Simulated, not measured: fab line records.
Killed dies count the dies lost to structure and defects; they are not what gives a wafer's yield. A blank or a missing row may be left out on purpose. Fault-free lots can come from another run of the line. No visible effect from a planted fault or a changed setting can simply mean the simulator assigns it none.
Lot-split experiment || flow n5 finfet || 39 wafers read from 7 lots, route of 1938 steps

== THE SPLIT ITSELF ==
At N5_DUMMY_GATE_ETCH_31 (etches SiO2 in C4F6/O2, target depth 82.5 nm, time 27.5 s), the setting target depth a was moved away from the recipe's 825 angstrom on 15 of the 39 wafers read, by -10.4% to +12.3%. This setting was run at the recipe's value on the other wafers.

Reading taken at the split's own step.

== THE READING ==
SOC_of_DUMMY_GATE_COAT_34.thk nm (the simulator's own value, which no gauge read), in nm, at N5_DUMMY_GATE_ETCH_31 (etches SiO2 in C4F6/O2, target depth 82.5 nm, time 27.5 s). The file does not state a usual value for it. Across the 24 wafers here that went through the recipe, the average is 51.8 nm and the standard deviation 0.22 nm.

{"wafer": "L081.1", "tool, chamber at the split": "rie diel-05, 1", "target depth a as run, angstrom": 739.4, "against the recipe": "-10.4%", "SOC_of_DUMMY_GATE_COAT_34.thk nm, nm": 52.6, "against lot-mates on the recipe": "+0.8"}
{"wafer": "L081.2", "tool, chamber at the split": "rie diel-05, 2", "target depth a as run, angstrom": 825, "against the recipe": "recipe", "SOC_of_DUMMY_GATE_COAT_34.thk nm, nm": 51.6, "against lot-mates on the recipe": "-"}
{"wafer": "L081.3", "tool, chamber at the split": "rie diel-05, 0", "target depth a as run, angstrom": 739.4, "against the recipe": "-10.4%", "SOC_of_DUMMY_GATE_COAT_34.thk nm, nm": 52.6, "against lot-mates on the recipe": "+0.8"}
{"wafer": "L081.4", "tool, chamber at the split": "rie diel-05, 3", "target depth a as run, angstrom": 739.4, "against the recipe": "-10.4%", "SOC_of_DUMMY_GATE_COAT_34.thk nm, nm": 52.2, "against lot-mates on the recipe": "+0.4"}
{"wafer": "L081.5", "tool, chamber at the split": "rie diel-05, 0", "target depth a as run, angstrom": 825, "against the recipe": "recipe", "SOC_of_DUMMY_GATE_COAT_34.thk nm, nm": 51.8, "against lot-mates on the recipe": "-"}
{"wafer": "L081.6", "tool, chamber at the split": "rie diel-05, 1", "target depth a as run, angstrom": 825, "against the recipe": "recipe", "SOC_of_DUMMY_GATE_COAT_34.thk nm, nm": 52, "against lot-mates on the recipe": "-"}
{"wafer": "L083.1", "tool, chamber at the split": "rie diel-03, 0", "target depth a as run, angstrom": 825, "against the recipe": "recipe", "SOC_of_DUMMY_GATE_COAT_34.thk nm, nm": 51.4, "against lot-mates on the recipe": "-"}
{"wafer": "L083.2", "tool, chamber at the split": "rie diel-03, 2", "target depth a as run, angstrom": 780.8, "against the recipe": "-5.4%", "SOC_of_DUMMY_GATE_COAT_34.thk nm, nm": 52, "against lot-mates on the recipe": "+0.4"}
{"wafer": "L083.3", "tool, chamber at the split": "rie diel-03, 1", "target depth a as run, angstrom": 825, "against the recipe": "recipe", "SOC_of_DUMMY_GATE_COAT_34.thk nm, nm": 51.8, "against lot-mates on the recipe": "-"}
{"wafer": "L083.4", "tool, chamber at the split": "rie diel-03, 3", "target depth a as run, angstrom": 780.8, "against the recipe": "-5.4%", "SOC_of_DUMMY_GATE_COAT_34.thk nm, nm": 51.8, "against lot-mates on the recipe": "+0.2"}
{"wafer": "L083.5", "tool, chamber at the split": "rie diel-03, 0", "target depth a as run, angstrom": 825, "against the recipe": "recipe", "SOC_of_DUMMY_GATE_COAT_34.thk nm, nm": 51.6, "against lot-mates on the recipe": "-"}
{"wafer": "L083.6", "tool, chamber at the split": "rie diel-03, 1", "target depth a as run, angstrom": 780.8, "against the recipe": "-5.4%", "SOC_of_DUMMY_GATE_COAT_34.thk nm, nm": 52.2, "against lot-mates on the recipe": "+0.6"}
{"wafer": "L089.1", "tool, chamber at the split": "rie diel-03, 1", "target depth a as run, angstrom": 926.7, "against the recipe": "+12.3%", "SOC_of_DUMMY_GATE_COAT_34.thk nm, nm": 50.8, "against lot-mates on the recipe": -1.1}
{"wafer": "L089.2", "tool, chamber at the split": "rie diel-03, 0", "target depth a as run, angstrom": 926.7, "against the recipe": "+12.3%", "SOC_of_DUMMY_GATE_COAT_34.thk nm, nm": 50.8, "against lot-mates on the recipe": -1.1}
{"wafer": "L089.3", "tool, chamber at the split": "rie diel-03, 2", "target depth a as run, angstrom": 825, "against the recipe": "recipe", "SOC_of_DUMMY_GATE_COAT_34.thk nm, nm": 51.8, "against lot-mates on the recipe": "-"}
{"wafer": "L089.4", "tool, chamber at the split": "rie diel-03, 3", "target depth a as run, angstrom": 825, "against the recipe": "recipe", "SOC_of_DUMMY_GATE_COAT_34.thk nm, nm": 52, "against lot-mates on the recipe": "-"}
{"wafer": "L089.5", "tool, chamber at the split": "rie diel-03, 0", "target depth a as run, angstrom": 926.7, "against the recipe": "+12.3%", "SOC_of_DUMMY_GATE_COAT_34.thk nm, nm": 50.6, "against lot-mates on the recipe": -1.3}
{"wafer": "L089.6", "tool, chamber at the split": "rie diel-03, 1", "target depth a as run, angstrom": 825, "against the recipe": "recipe", "SOC_of_DUMMY_GATE_COAT_34.thk nm, nm": 52, "against lot-mates on the recipe": "-"}
{"wafer": "L090.2", "tool, chamber at the split": "rie diel-05, 0", "target depth a as run, angstrom": 825, "against the recipe": "recipe", "SOC_of_DUMMY_GATE_COAT_34.thk nm, nm": 52, "against lot-mates on the recipe": "-"}
{"wafer": "L090.4", "tool, chamber at the split": "rie diel-05, 2", "target depth a as run, angstrom": 825, "against the recipe": "recipe", "SOC_of_DUMMY_GATE_COAT_34.thk nm, nm": 51.8, "against lot-mates on the recipe": "-"}
{"wafer": "L090.5", "tool, chamber at the split": "rie diel-05, 0", "target depth a as run, angstrom": 825, "against the recipe": "recipe", "SOC_of_DUMMY_GATE_COAT_34.thk nm, nm": 52.4, "against lot-mates on the recipe": "-"}
{"wafer": "L094.1", "tool, chamber at the split": "rie diel-05, 2", "target depth a as run, angstrom": 906.2, "against the recipe": "+9.8%", "SOC_of_DUMMY_GATE_COAT_34.thk nm, nm": 50.8, "against lot-mates on the recipe": -1.0}
{"wafer": "L094.2", "tool, chamber at the split": "rie diel-05, 3", "target depth a as run, angstrom": 906.2, "against the recipe": "+9.8%", "SOC_of_DUMMY_GATE_COAT_34.thk nm, nm": 50.6, "against lot-mates on the recipe": -1.2}
{"wafer": "L094.3", "tool, chamber at the split": "rie diel-05, 1", "target depth a as run, angstrom": 825, "against the recipe": "recipe", "SOC_of_DUMMY_GATE_COAT_34.thk nm, nm": 51.8, "against lot-mates on the recipe": "-"}
{"wafer": "L094.4", "tool, chamber at the split": "rie diel-05, 0", "target depth a as run, angstrom": 825, "against the recipe": "recipe", "SOC_of_DUMMY_GATE_COAT_34.thk nm, nm": 52, "against lot-mates on the recipe": "-"}
{"wafer": "L094.5", "tool, chamber at the split": "rie diel-05, 3", "target depth a as run, angstrom": 906.2, "against the recipe": "+9.8%", "SOC_of_DUMMY_GATE_COAT_34.thk nm, nm": 50.4, "against lot-mates on the recipe": -1.4}
{"wafer": "L094.6", "tool, chamber at the split": "rie diel-05, 2", "target depth a as run, angstrom": 825, "against the recipe": "recipe", "SOC_of_DUMMY_GATE_COAT_34.thk nm, nm": 51.6, "against lot-mates on the recipe": "-"}
{"wafer": "L096.1", "tool, chamber at the split": "rie diel-03, 0", "target depth a as run, angstrom": 778.4, "against the recipe": "-5.6%", "SOC_of_DUMMY_GATE_COAT_34.thk nm, nm": 52.2, "against lot-mates on the recipe": "+0.4"}
{"wafer": "L096.2", "tool, chamber at the split": "rie diel-03, 1", "target depth a as run, angstrom": 778.4, "against the recipe": "-5.6%", "SOC_of_DUMMY_GATE_COAT_34.thk nm, nm": 52.2, "against lot-mates on the recipe": "+0.4"}
{"wafer": "L096.3", "tool, chamber at the split": "rie diel-03, 3", "target depth a as run, angstrom": 778.4, "against the recipe": "-5.6%", "SOC_of_DUMMY_GATE_COAT_34.thk nm, nm": 52, "against lot-mates on the recipe": "+0.2"}
{"wafer": "L096.4", "tool, chamber at the split": "rie diel-03, 2", "target depth a as run, angstrom": 825, "against the recipe": "recipe", "SOC_of_DUMMY_GATE_COAT_34.thk nm, nm": 51.8, "against lot-mates on the recipe": "-"}
{"wafer": "L096.5", "tool, chamber at the split": "rie diel-03, 0", "target depth a as run, angstrom": 825, "against the recipe": "recipe", "SOC_of_DUMMY_GATE_COAT_34.thk nm, nm": 51.8, "against lot-mates on the recipe": "-"}
{"wafer": "L096.6", "tool, chamber at the split": "rie diel-03, 3", "target depth a as run, angstrom": 825, "against the recipe": "recipe", "SOC_of_DUMMY_GATE_COAT_34.thk nm, nm": 51.8, "against lot-mates on the recipe": "-"}
{"wafer": "L097.1", "tool, chamber at the split": "rie diel-05, 3", "target depth a as run, angstrom": 825, "against the recipe": "recipe", "SOC_of_DUMMY_GATE_COAT_34.thk nm, nm": 51.4, "against lot-mates on the recipe": "-"}
{"wafer": "L097.2", "tool, chamber at the split": "rie diel-05, 2", "target depth a as run, angstrom": 825, "against the recipe": "recipe", "SOC_of_DUMMY_GATE_COAT_34.thk nm, nm": 52, "against lot-mates on the recipe": "-"}
{"wafer": "L097.3", "tool, chamber at the split": "rie diel-05, 0", "target depth a as run, angstrom": 825, "against the recipe": "recipe", "SOC_of_DUMMY_GATE_COAT_34.thk nm, nm": 52, "against lot-mates on the recipe": "-"}
{"wafer": "L097.4", "tool, chamber at the split": "rie diel-05, 1", "target depth a as run, angstrom": 825, "against the recipe": "recipe", "SOC_of_DUMMY_GATE_COAT_34.thk nm, nm": 52, "against lot-mates on the recipe": "-"}
{"wafer": "L097.5", "tool, chamber at the split": "rie diel-05, 3", "target depth a as run, angstrom": 825, "against the recipe": "recipe", "SOC_of_DUMMY_GATE_COAT_34.thk nm, nm": 51.6, "against lot-mates on the recipe": "-"}
{"wafer": "L097.6", "tool, chamber at the split": "rie diel-05, 2", "target depth a as run, angstrom": 825, "against the recipe": "recipe", "SOC_of_DUMMY_GATE_COAT_34.thk nm, nm": 51.8, "against lot-mates on the recipe": "-"}

THE FIT
A straight line over all 39 wafers: SOC_of_DUMMY_GATE_COAT_34.thk nm changes by -0.0834 nm for each +1% of target depth a; r = -0.90; the points scatter about the line by 0.24 nm.
The same after taking each lot's own level away (the mean of its wafers on the recipe; 39 wafers): -0.0899 nm for each +1%; r = -0.93; scatter 0.2 nm.
On that fit, the largest move of target depth a shifts the reading by 1.1 nm.
Measured against the standard deviation above, the lots' own levels, which go from 51.60 to 52.07 nm, span 2.1 times it.
The two slopes are in agreement: the lot-to-lot level therefore moves the slope only a little.
Check: -1.19 nm against its lot-mates is what the line predicts for one of the wafers moved furthest among these (+12.3%) when that wafer is left out of the fit. Against them it came out at -1.13 nm.

== OTHER SPLITS ON THESE WAFERS ==
Other splits were also applied to these wafers ahead of the reading. Each is held against what the fit with the lots' levels taken away leaves over:
{"other split on the same wafers": "N5_DUMMY_GATE_EXPOSE_12 dose mj", "wafers away from the commonest value": 18, "r with SOC_of_DUMMY_GATE_COAT_34.thk nm (lot level and that fit taken away)": "+0.03"}

== THE WHOLE CHAIN: every reading that the file lists as answering this split, in the file's order ==
{"step": "N5_DUMMY_GATE_ETCH_31", "what it does": "etches SiO2 in C4F6/O2, target depth 82.5 nm, time 27.5 s", "reading": "etch.depth nm (the simulator's own value, which no gauge read)", "change (the file's fit)": "+0.861 nm for each +1% of the setting", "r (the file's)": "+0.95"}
{"step": "N5_DUMMY_GATE_ETCH_31", "what it does": "etches SiO2 in C4F6/O2, target depth 82.5 nm, time 27.5 s", "reading": "SOC_of_DUMMY_GATE_COAT_34.thk nm (the simulator's own value, which no gauge read)", "change (the file's fit)": "-0.09 nm for each +1% of the setting", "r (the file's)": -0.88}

== THE FILE'S OWN FIT ==
SOC_of_DUMMY_GATE_COAT_34.thk nm changes by -0.09 nm for each +1% of target depth a, r = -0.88.
